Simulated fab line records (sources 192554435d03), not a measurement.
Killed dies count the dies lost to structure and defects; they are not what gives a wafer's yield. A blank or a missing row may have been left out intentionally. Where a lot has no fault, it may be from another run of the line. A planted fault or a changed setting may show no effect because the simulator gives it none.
fab line records	flow n5-finfet
record lots=5	wafers=15	last-day=17
route steps=1938 shown BEOL_M2@922 BEOL_M3@931 BEOL_M4@1111 PASSIVATION@1936
lots untouched by any fault: they come from a run of this same line in which no faults occurred
start-h: the number of hours between the record's first day and the start of the first shown wafer of the lot	wait-h: time in hours since the lot's previous step	" unchanged from the row above	L1.1+2: one row covering several wafers at once	- no value, or no start given	* or withheld: withheld	< > ~ a bound
route shown NAME@n: names a module that has steps shown in the file, with the first one's number in the route	usual: mean and standard deviation over wafers with no fault	same: alike in all rows	chamber/n: place in a boat	sites: the reading at each site	_std_site: their standard deviation	_edge_site: inner sites' mean taken away from outer sites' mean	radius-mm: for every site, how far away it sits from the centre of the wafer	mask NAME#n: copy n	behind: the last tool/chamber to shape the wafer	hold: reason for holding the lot/hours on hold/outcome of the hold	device: which transistor (n, p or np) failed to switch	end of line: tests of these same wafers at the route's end	where a step has no rows: the recipe by itself	killed: at the first sort, the dies lost to defects and structure; wafer yield is something else	map: per-die view of a wafer (x killed, . not killed, _ where there is no die)
set.NAME: the setting as run; set.NAME@STEP: as run at that earlier step	model.NAME: the simulator's own value behind a step, which no gauge read
lots at some steps of the route; a table a step, a row a wafer
services: the hour from which a tool's chamber was out of use, counted from the record's first day as start-h (under 0 if before that day), plus the number of hours and why
## steps
# step N5_BEOL_M2_ANNEAL_51
# recipe temp-c=225	time-s=90	ambient=N2
# step N5_BEOL_M2_CMP_52
# recipe stop-on=SiOC	t-overpolish-s=6.8	down-force-psi=1	platen-rpm=50	clearing-platen-down-force-psi=1.5	clearing-platen-rpm=50	post-cmp-clean=cu-alkaline	target-thk-nm=40	clearing-platen-pad-velocity-m-s=0.99484	pad-velocity-m-s=0.99484
# step N5_BEOL_M2_PRE_CLEAN_60
# recipe gas=NH3/H2	time-s=15	temp-c=*	rf-power-w=300
# step N5_BEOL_M2_CO_CAP_55
# recipe material=Co	target-thk-a=20	temp-c=200	precursor=CCTBA/H2	pressure-torr=30	time-s=102.1
# step N5_BEOL_M2_PRE_CLEAN_56
# recipe gas=NH3	time-s=15	temp-c=withheld	rf-power-w=300
# step N5_BEOL_M2_DEP_57
# recipe material=SiCN	target-thk-a=80	temp-c=withheld	precursor=3MS/NH3	pressure-torr=3	rf-w=202	time-s=14
# step N5_BEOL_M3_ILD_DEP_00
# recipe material=SiOC	target-thk-a=790	temp-c=350	precursor=DEMS/O2	pressure-torr=5	rf-w=500	time-s=15.3
# step N5_BEOL_M3_PECVD_72
# recipe material=SiO2	target-thk-a=160	temp-c=400	precursor=TEOS/O2	pressure-torr=5.5	rf-w=450	teos-flow-sccm=53.8	gas=O2	flow-sccm=3000	time-s=18
# step N5_BEOL_M3_HM_DEP_02
# recipe material=TiN	target-thk-a=200	temp-c=25	chamber-pressure-pa=0.49996
# usual throttle-valve-pct=30.1/0.68
lot.wafer	tool	chamber	start-h	wait-h	throttle-valve-pct	model.TiN_of_BEOL_M3_HM_DEP_02.thk-nm
L561.2	pvd-sputter-01	-	157.13	3.5	30.0	15.4
L561.4	"	-	"	"	29.5	19.8
L561.6	"	-	"	"	30.4	15.6
L562.1	pvd-sputter-01	-	157.33	3.5	30.6	20
L562.5	"	-	"	"	30.4	20.2
L562.6	"	-	"	"	30.0	15.4
L563.2	pvd-sputter-01	-	157.83	1.0	29.7	15.8
L563.4	"	-	"	"	30.6	20.6
L563.6	"	-	"	"	30.1	15.6
L575.1	pvd-sputter-02	-	237.23	0.3	28.9	20.2
L575.3	"	-	"	"	29.4	20.4
L575.4	"	-	"	"	31.3	20
L579.1	pvd-sputter-01	-	270.84	0.8	30.5	20
L579.4	"	-	"	"	29.9	19.8
L579.5	"	-	"	"	29.8	20
# step N5_BEOL_M3_COAT_61
# recipe resist=SOC	temp-c=250	time-s=60	spin-rpm=1500	resist-thk-nm=60
# step N5_BEOL_M3_COAT_62
# recipe resist=SiARC	temp-c=220	time-s=60	spin-rpm=1500	resist-thk-nm=12
# step N5_BEOL_M3_COAT_73
# recipe resist=underlayer	temp-c=205	time-s=60	spin-rpm=1500	resist-thk-nm=5
# step N5_BEOL_M3_COAT_05
# recipe resist=CAR-EUV	spin-rpm=1500	resist-thk-nm=30
# step N5_BEOL_M3_EBR_07
# recipe solvent=PGMEA	ebr-width-mm=1.5
# step N5_BEOL_M3_SOFTBAKE_06
# recipe temp-c=110	time-s=60	resist=CAR-EUV
# step N5_BEOL_M3_EXPOSE_08
# recipe mask-id=M3	na=0.33	source-shape=dipole	sigma-inner=0.369	sigma-outer=0.767	polarization=unpolarized	dose-mj=33
# step N5_BEOL_M3_PEB_09
# recipe peb-temp-c=100	peb-time-s=60	resist=CAR-EUV
# step N5_BEOL_M3_DEVELOP_10
# recipe develop-time-s=30	developer=TMAH	resist=CAR-EUV	rinse-liquid=surfactant-rinse	dry=air-spin	dev-temp-c=23
# step N5_BEOL_M3_DESCUM_16
# recipe chemistry=O2	time-s=7	source-power-w=50	bias-power-w=20	pressure-mtorr=20	rf-frequency-hz=2.712e+07	temp-c=40	resist=CAR-EUV	o2-flow-sccm=225
# step N5_BEOL_M3_ETCH_74
# recipe chemistry=N2/H2	target=underlayer	target-depth-a=65	mask-material=CAR-EUV	time-s=5.2	ion-energy-ev=200	pressure-mtorr=30	source-w=840	bias-w=150	n2-flow-sccm=200	h2-flow-sccm=200	ends=cleared
# step N5_BEOL_M3_ETCH_63
# recipe chemistry=CF4	target=SiARC	target-depth-a=156	mask-material=CAR-EUV	time-s=26	ion-energy-ev=80	pressure-mtorr=40	source-w=545	bias-w=36	Ar_flow_sccm=100	cf4-flow-sccm=100	ends=cleared
# step N5_BEOL_M3_ETCH_64
# recipe chemistry=N2/H2	target=SOC	target-depth-a=750	overetch-a=150	mask-material=SiARC	temp-c=40	time-s=112.5	ion-energy-ev=200	pressure-mtorr=30	source-w=840	bias-w=150	n2-flow-sccm=200	h2-flow-sccm=200
# step N5_BEOL_M3_STRIP_65
# recipe chemistry=N2/H2	temp-c=40	n2-flow-sccm=200	h2-flow-sccm=200	rf-frequency-hz=6e+07
# step N5_BEOL_M3_STRIP_75
# recipe chemistry=N2/H2	temp-c=40	n2-flow-sccm=200	h2-flow-sccm=200	rf-frequency-hz=6e+07
# step N5_BEOL_M3_STRIP_66
# recipe chemistry=CF4	resist=SiARC	power-w=300	bias-power-w=75	pressure-mtorr=50	cf4-flow-sccm=150	rf-frequency-hz=6e+07
# step N5_BEOL_M3_HM_OPEN_17
# recipe chemistry=Cl2/BCl3	target-depth-a=200	overetch-a=60	target=TiN	mask-material=SOC	ion-energy-ev=150	pressure-mtorr=10	icp-w=1000	bias-w=126	Cl2_flow_sccm=53.25	bcl3-flow-sccm=21.75	Ar_flow_sccm=25
# usual drypump-motor-current-A=5.5/0.51	mfc-cl2-sccm=53.29/0.15	oes-product-au=0.65/0.089	throttle-valve-pct=22.14/0.29
lot.wafer	tool	chamber	start-h	wait-h	drypump-motor-current-A	mfc-cl2-sccm	oes-product-au	rf-hours-counter-h	throttle-valve-pct	model.etch.depth-nm
L561.2	rie-metal-03	0	158.02	0.0	6.4	53.09	0.65	10	21.78	15.35
L561.4	"	1	"	"	4.8	53.02	0.73	-	21.96	19.79
L561.6	"	0	"	"	6.4	53.30	0.65	-	21.79	15.62
L562.1	rie-metal-02	0	158.22	0.0	5.4	53.13	0.56	98	22.52	20.01
L562.5	"	0	"	"	5.4	53.41	0.57	-	22.53	20.17
L562.6	"	1	"	"	5.6	53.44	0.47	-	22.38	15.4
L563.2	rie-metal-03	1	158.72	0.0	4.8	53.06	0.65	14	22.08	15.84
L563.4	"	1	"	"	4.8	53.55	0.76	-	21.94	20.55
L563.6	"	1	"	"	4.8	53.14	0.65	-	22.10	15.53
L575.1	rie-metal-02	1	238.12	0.0	5.6	53.50	0.53	116	22.27	20.15
L575.3	"	1	"	"	5.6	53.47	0.53	-	22.27	20.31
L575.4	"	0	"	"	5.4	53.36	0.55	-	22.55	20.09
L579.1	rie-metal-01	0	271.75	0.0	5.9	53.17	0.66	33	22.36	19.92
L579.4	"	0	"	"	5.9	53.22	0.66	-	22.36	19.82
L579.5	"	0	"	"	5.9	53.03	0.66	-	22.35	19.94
# step N5_BEOL_M3_STRIP_19
# recipe chemistry=O2	power-w=400	temp-c=40	pressure-mtorr=30	rf-frequency-hz=6e+07	bias-power-w=0	overash-fraction=0.2	o2-flow-sccm=225
# step N5_BEOL_M3_COAT_67
# recipe resist=SOC	temp-c=250	time-s=60	spin-rpm=1500	resist-thk-nm=60
# step N5_BEOL_M3_COAT_68
# recipe resist=SiARC	temp-c=220	time-s=60	spin-rpm=1500	resist-thk-nm=12
# step N5_BEOL_M3_COAT_76
# recipe resist=underlayer	temp-c=205	time-s=60	spin-rpm=1500	resist-thk-nm=5
# step N5_BEOL_M3_COAT_22
# recipe resist=CAR-EUV	spin-rpm=1500	resist-thk-nm=30
# step N5_BEOL_M3_EBR_24
# recipe solvent=PGMEA	ebr-width-mm=1.5
# step N5_BEOL_M3_SOFTBAKE_23
# recipe temp-c=110	time-s=60	resist=CAR-EUV
# step N5_BEOL_M3_EXPOSE_25
# recipe mask-id=V2	na=0.33	source-shape=quasar	sigma-inner=0.2	sigma-outer=0.8	polarization=unpolarized	defocus-nm=5	dose-mj=63
# step N5_BEOL_M3_TRENCH_ETCH_37
# recipe chemistry=C4F6/O2	target-depth-a=555.55	target=SiOC	time-s=29.2	ion-energy-ev=250	pressure-mtorr=30	source-w=355	bias-w=185	Ar_flow_sccm=300	C4F6_flow_sccm=10	O2_flow_sccm=10
# usual drypump-motor-current-A=5.84/0.24	oes-product-au=0.77/0.082	rf-vpp-V=664/13	showerhead-plenum-p-Torr=2.85/0.11	throttle-valve-pct=20.98/0.2
lot.wafer	tool	chamber	start-h	wait-h	drypump-motor-current-A	oes-product-au	rf-hours-counter-h	rf-vpp-V	showerhead-plenum-p-Torr	throttle-valve-pct	model.TiN_of_BEOL_M3_HM_DEP_02.thk-nm
L563.2	rie-diel-03	2	-	-	5.71	0.75	147	685	2.94	20.86	13.6
L563.4	"	3	"	"	5.80	0.68	249	670	2.70	21.01	18.2
L563.6	"	3	"	"	5.78	0.68	-	672	2.70	21.01	13.2
L561.2	rie-diel-05	1	-	-	5.67	0.69	237	649	2.82	20.96	13
L561.4	"	0	"	"	5.82	0.69	223	658	2.81	21.27	17.4
L561.6	"	1	"	"	5.69	0.68	-	650	2.82	20.96	13.4
L562.1	rie-diel-03	2	-	-	5.69	0.76	148	684	2.94	20.87	17.6
L562.5	"	2	"	"	5.71	0.76	-	684	2.94	20.88	17.8
L562.6	"	3	"	"	5.78	0.68	-	671	2.70	21.01	13
L575.1	rie-diel-03	1	-	-	5.60	0.74	192	657	2.73	21.03	17.8
L575.3	"	3	"	"	5.79	0.94	14	681	3.04	20.64	18
L575.4	"	0	"	"	6.24	0.71	198	683	2.82	21.12	17.8
L579.1	rie-diel-04	2	-	-	5.61	0.85	28	657	3.03	20.69	17.6
L579.4	"	2	"	"	5.63	0.85	-	658	3.03	20.67	17.6
L579.5	"	3	"	"	6.22	0.72	-	660	2.83	21.21	17.6
# step N5_BEOL_M4_RC_MEAS_101
# usual DIBL_N=36.8/1.5	DIBL_P=37.1/2.1	IOFF_N=0.168/0.03	IOFF_P=0.22/0.034	ION_N=679/12	ION_P=466/8	SS_N=71.7/0.58	SS_P=73.5/0.67	VT_N=248.8/2.7	VT_P=-250/3.3
lot.wafer	tool	chamber	start-h	wait-h	DIBL_N[mV/V]	DIBL_P[mV/V]	IOFF_N[nA/um]	IOFF_P[nA/um]	ION_N[uA/um]	ION_P[uA/um]	SS_N[mV/dec]	SS_P[mV/dec]	VT_N[mV]	VT_P[mV]
L563.2	prober-02	0	179.72	0.2	37.0	38.1	0.181	0.24	689	472	72.0	73.5	247.1	-250
L563.4	"	0	"	"	35.9	37.1	0.148	0.22	671	464	71.5	73.0	252.6	-250
L563.6	"	0	"	"	38.3	39.8	0.207	0.27	684	472	72.3	73.8	245.8	-246
L561.2	prober-01	0	181.64	0.2	38.3	38.9	0.182	0.25	690	470	71.7	73.5	243.2	-247
L561.4	"	0	"	"	35.0	34.0	0.110	0.17	651	459	71.0	71.8	250.6	-253
L561.6	"	0	"	"	36.2	35.3	0.132	0.18	668	463	70.8	72.6	251.6	-251
L562.1	prober-02	0	181.77	0.0	35.9	35.9	0.152	0.22	681	470	71.1	73.0	248.6	-248
L562.5	"	0	"	"	36.3	36.4	0.153	0.24	696	480	71.0	72.7	249.3	-249
L562.6	"	0	"	"	37.1	37.0	0.163	0.26	684	477	70.8	74.2	250.1	-245
L575.1	prober-01	0	262.82	0.0	36.1	35.5	0.140	0.20	663	459	71.2	73.2	250.6	-250
L575.3	"	0	"	"	35.8	35.5	0.140	0.21	675	469	71.7	72.7	247.9	-251
L575.4	"	0	"	"	36.9	37.7	0.172	0.24	698	472	71.3	73.8	246.5	-249
L579.1	prober-02	0	294.46	0.0	38.6	37.1	0.166	0.19	668	448	72.1	74.1	251.5	-256
L579.4	"	0	"	"	36.1	33.6	0.122	0.14	654	441	71.7	72.8	254.6	-260
L579.5	"	0	"	"	38.1	36.7	0.153	0.17	668	449	72.3	73.7	252.0	-260
# step N5_PASSIVATION_PROBE_49
# usual defect-limited-yield=91.0/1.5	killed_at_M0_to_M3=34/11	killed_at_M4_up=14/5.3	killed-at-contacts=13/7	killed-at-front-end=41/13	killed-at-other=4/3.1	killed-dies=106/17	killed-open=70/12	killed-short=35/8	sort_bin_5_function=5.2/0.98	sort_bin_6_memory=3.4/0.69	sort_bin_8_speed=0.00/0.007	sort-n-pass=1074/17	sort-yield-pct=91.0/1.5
# same gross-dies=1180	killed-at-back-side=0	sort_bin_4_leakage[%]=0
lot.wafer	tool	chamber	start-h	wait-h	defect-limited-yield[%]	killed_at_M0_to_M3	killed_at_M4_up	killed-at-contacts	killed-at-front-end	killed-at-other	killed-dies	killed-open	killed-short	sort_bin_5_function[%]	sort_bin_6_memory[%]	sort_bin_8_speed[%]	sort-n-pass	sort-yield-pct[%]
L561.2	prober-01	-	287.08	0.2	85.3	46	20	28	72	8	174	106	66	8.1	5.8	0	1006	85.3
L561.4	prober-01	-	287.18	0.3	91.3	42	7	13	39	2	103	65	38	5.2	3.3	0	1077	91.3
L561.6	prober-01	-	287.28	0.4	89.2	43	15	23	42	5	128	86	42	6.9	3.7	0	1052	89.2
L562.1	prober-01	-	288.70	0.0	92.7	25	16	4	35	6	86	59	24	4.5	2.6	0	1094	92.7
L562.5	prober-01	-	288.90	0.2	93.2	29	22	4	24	1	80	46	29	3.6	2.7	0	1100	93.2
L562.6	prober-01	-	288.95	0.3	91.8	31	17	5	42	2	97	68	28	4.9	3.1	0	1083	91.8
L575.1	prober-02	-	368.21	0.0	91.4	34	16	11	37	3	101	68	29	5.2	3.0	0	1079	91.4
L575.3	prober-02	-	368.31	0.1	90.1	35	10	11	57	4	117	71	46	6.0	3.6	0	1063	90.1
L575.4	prober-02	-	368.36	0.2	91.4	40	9	9	37	6	101	69	32	5.3	3.1	0	1079	91.4
# killed by level:class
L561.2 MOL_CONTACT_COAG:geometric-particle:open=21 FIN_SAQP:geometric-particle:short=16 BEOL_M4:geometric-particle:open=14 BEOL_M0_SAQP:geometric-particle:open=12 STI_FIN_REVEAL:geometric-particle:open=11 GATE_CUT:geometric-particle:short=10 BEOL_M0_SAQP:geometric-particle:short=9 FIN_SAQP:geometric-particle:open=8
L561.4 BEOL_M2:geometric-particle:open=12 MOL_CONTACT_COAG:geometric-particle:open=11 STI_FIN_REVEAL:geometric-particle:open=10 GATE_CUT:geometric-particle:short=7 BEOL_M1:geometric-particle:open=7 FIN_SAQP:geometric-particle:short=6 BEOL_M0_SAQP:geometric-particle:short=5 BEOL_M1:geometric-particle:short=5
L561.6 MOL_CONTACT_COAG:geometric-particle:open=17 STI_FIN_REVEAL:geometric-particle:open=13 FIN_SAQP:geometric-particle:open=10 BEOL_M0_SAQP:geometric-particle:open=9 BEOL_M4:geometric-particle:open=8 BEOL_M0_SAQP:geometric-particle:short=7 BEOL_M1:geometric-particle:open=7 BEOL_M2:geometric-particle:open=7
L562.1 BEOL_M4:geometric-particle:open=8 GATE_CUT:geometric-particle:short=6 FIN_SAQP:geometric-particle:short=5 BEOL_M3:geometric-particle:open=5 STI_FIN_REVEAL:geometric-particle:open=5 GATE_CUT:geometric-particle:open=5 BEOL_M0_SAQP:geometric-particle:open=5 STARTING-WAFER:geometric-particle:open=5
L562.5 BEOL_M4:geometric-particle:open=12 BEOL_M0_SAQP:geometric-particle:open=8 BEOL_M3:geometric-particle:open=7 BEOL_M0_SAQP:geometric-particle:short=6 STARTING-WAFER:geometric-particle:open=4 FIN_SAQP:geometric-particle:short=3 GATE_CUT:geometric-particle:short=3 BEOL_M1:geometric-particle:short=3
L562.6 STI_FIN_REVEAL:geometric-particle:open=8 FIN_SAQP:geometric-particle:short=6 DUMMY_GATE:geometric-particle:open=6 BEOL_M0_SAQP:geometric-particle:open=6 BEOL_M1:geometric-particle:open=6 BEOL_M4:geometric-particle:open=6 BEOL_M3:geometric-particle:open=5 BEOL_M2:geometric-particle:open=4
L575.1 BEOL_M3:geometric-particle:open=12 MOL_CONTACT_COAG:geometric-particle:open=11 BEOL_M2:geometric-particle:open=9 BEOL_M4:geometric-particle:open=9 FIN_SAQP:geometric-particle:open=6 STARTING-WAFER:geometric-particle:short=6 FIN_SAQP:geometric-particle:short=3 GATE_CUT:geometric-particle:short=3
L575.3 FIN_SAQP:geometric-particle:short=12 MOL_CONTACT_COAG:geometric-particle:open=10 FIN_SAQP:geometric-particle:open=9 BEOL_M0_SAQP:geometric-particle:open=9 GATE_CUT:geometric-particle:short=7 BEOL_M3:geometric-particle:open=6 BEOL_M1:geometric-particle:open=5 BEOL_M2:geometric-particle:open=5
L575.4 BEOL_M2:geometric-particle:open=14 FIN_SAQP:geometric-particle:open=9 BEOL_M3:geometric-particle:open=9 STI_FIN_REVEAL:geometric-particle:open=8 MOL_CONTACT_COAG:geometric-particle:open=6 BEOL_M0_SAQP:geometric-particle:open=6 DUMMY_GATE:geometric-particle:open=4 ILD0:geometric-particle:short=4
## services
tool	chamber	start-h	hours	kind
pvd-sputter-02	-	153.89	1.6	repair
rie-diel-05	2	156.09	5.9	repair
rie-diel-03	-	158.81	0.4	repair
rie-diel-04	2	166.33	-	clean
rie-diel-04	2	166.33	-	consumable-replace:esc
rie-diel-04	2	166.33	-	consumable-replace:focus-ring
rie-diel-04	2	166.33	-	consumable-replace:showerhead
rie-diel-04	2	166.33	17.8	scheduled-down
rie-metal-02	-	166.55	2.8	pm
rie-diel-03	3	173.66	-	clean
rie-diel-03	3	173.66	-	consumable-replace:focus-ring
rie-diel-03	3	173.66	-	consumable-replace:showerhead
rie-diel-03	3	173.66	21.4	scheduled-down
rie-diel-03	3	173.66	21.4	vent-cycle
rie-metal-01	1	176.03	10.8	repair
rie-metal-03	0	196.89	10.6	repair
rie-metal-02	0	221.71	10.9	repair
rie-diel-04	-	234.11	1.7	repair
rie-diel-04	0	248.92	19.3	repair
rie-diel-05	-	261.73	0.6	repair
rie-diel-05	-	266.08	0.8	repair
rie-metal-01	1	271.26	6.8	repair
rie-metal-03	0	273.61	97.5	repair
rie-diel-04	1	276.61	5.4	repair
## key
first-sign none at tools or gauges
model-effect step=N5_BEOL_M3_HM_DEP_02	value=TiN_of_BEOL_M3_HM_DEP_02.thk-nm	without=19.96	struck=15.56
model-effect step=N5_BEOL_M3_HM_OPEN_17	value=etch.depth-nm	without=19.95	struck=15.55
model-effect step=N5_BEOL_M3_TRENCH_ETCH_37	value=TiN_of_BEOL_M3_HM_DEP_02.thk-nm	without=17.64	struck=13.24
met-at N5_BEOL_M3_HM_DEP_02
struck-wafers L561.2,L561.6,L562.6,L563.2,L563.6
fault kind=process-parameter-drift	tool=pvd-sputter-01	chamber=-	onset-h=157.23	steps=N5_BEOL_M3_HM_DEP_02	channel=target-thk-a	offset=*	shape=step	end-h=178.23	scope=struck-wafers-only	acts-in=*	stated=*
